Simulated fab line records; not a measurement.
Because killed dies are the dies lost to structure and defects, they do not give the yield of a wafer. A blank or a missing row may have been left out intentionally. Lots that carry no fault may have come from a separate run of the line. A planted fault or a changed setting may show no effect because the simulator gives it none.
One fault through the eyes of 2 desks + flow n5Finfet + numbers are kept per desk, each desk with only its own; the story behind them comes last

== THE TOOL OWNER'S DESK: vaporEtch-02 ==
The tool's own readings at N5_BEOL_M0_SAQP_RECESS_104 (chemistry HF/NH3, target SiO2, target depth 18 nm, afs cycles 3, sublimation time 60 s): means of the sampled wafers that have a number, for each lot that ran on this tool. A lot is out of limits, marked OUT, if its mean lies more than 4 standard deviations from the usual mean; the brackets give that distance.
Columns: A = drypumpMotorCurrentA at N5_BEOL_M0_SAQP_RECESS_104, usual 6.27 A; B = tempC at N5_BEOL_M0_SAQP_RECESS_104, usual 30.00 C
| lot  | first seen here | A    | B     |
|------|-----------------|------|-------|
| L810 | day 6 19:46     | 6.22 | 29.98 |
| L813 | day 6 20:24     | 6.30 | 29.88 |
| L825 | day 9 18:52     | 6.22 | 30.07 |
| L828 | day 10 12:43    | 6.37 | 30.01 |
| L830 | day 10 23:50    | 6.36 | 30.01 |
| L831 | day 11 01:52    | 6.34 | 29.86 |
| L832 | day 11 09:47    | 6.33 | 30.09 |
Finding of this desk: none of the 7 lots has anything out of limits.

== METROLOGY DESK ==
Lot by lot, what the gauges showed, no matter which tool ran the lot: averages of those sampled wafers that carry a number. A lot is out of limits, marked OUT, if its mean lies more than 4 standard deviations from the usual mean; the brackets give that distance. It has 11 readings; the 7 that lie furthest out on some lot are the ones shown.
Columns: A = DIBL_P at N5_BEOL_M4_RC_MEAS_101, usual 36.5 mV/V; B = IOFF_P at N5_BEOL_M4_RC_MEAS_101, usual 0.22 nA/um; C = ION_N at N5_BEOL_M4_RC_MEAS_101, usual 674 uA/um; D = SS_N at N5_BEOL_M4_RC_MEAS_101, usual 71.7 mV/dec; E = SS_P at N5_BEOL_M4_RC_MEAS_101, usual 73.4 mV/dec; F = VT_N at N5_BEOL_M4_RC_MEAS_101, usual 249 mV; G = VT_P at N5_BEOL_M4_RC_MEAS_101, usual -250 mV
| lot  | first seen here | A    | B    | C   | D    | E    | F   | G    |
|------|-----------------|------|------|-----|------|------|-----|------|
| L810 | day 6 17:42     | 33.4 | 0.20 | 670 | 70.3 | 72.9 | 250 | -250 |
| L813 | day 6 17:55     | 35.1 | 0.20 | 649 | 71.1 | 73.3 | 252 | -253 |
| L822 | day 8 23:51     | -    | -    | -   | -    | -    | -   | -    |
| L823 | day 9 09:24     | -    | -    | -   | -    | -    | -   | -    |
| L824 | day 9 14:22     | -    | -    | -   | -    | -    | -   | -    |
| L825 | day 9 16:55     | 38.1 | 0.22 | 668 | 71.8 | 73.3 | 248 | -249 |
| L828 | day 10 10:46    | 37.5 | 0.24 | 680 | 71.7 | 73.3 | 246 | -247 |
| L829 | day 10 16:31    | 36.3 | 0.20 | 673 | 71.7 | 73.7 | 249 | -254 |
| L830 | day 10 19:13    | 39.9 | 0.28 | 685 | 71.8 | 74.5 | 246 | -249 |
| L831 | day 10 23:49    | 32.5 | 0.14 | 658 | 70.7 | 72.2 | 256 | -255 |
| L832 | day 11 07:49    | 35.0 | 0.19 | 676 | 72.0 | 73.5 | 249 | -252 |
Finding of this desk: none of the 11 lots has anything out of limits.

== PUT TOGETHER ==
The desk of the tool owner found nothing out of limits.
At the metrology desk, nothing out of limits was observed.

== WHAT HAD BEEN PUT IN BY THE SIMULATOR ==
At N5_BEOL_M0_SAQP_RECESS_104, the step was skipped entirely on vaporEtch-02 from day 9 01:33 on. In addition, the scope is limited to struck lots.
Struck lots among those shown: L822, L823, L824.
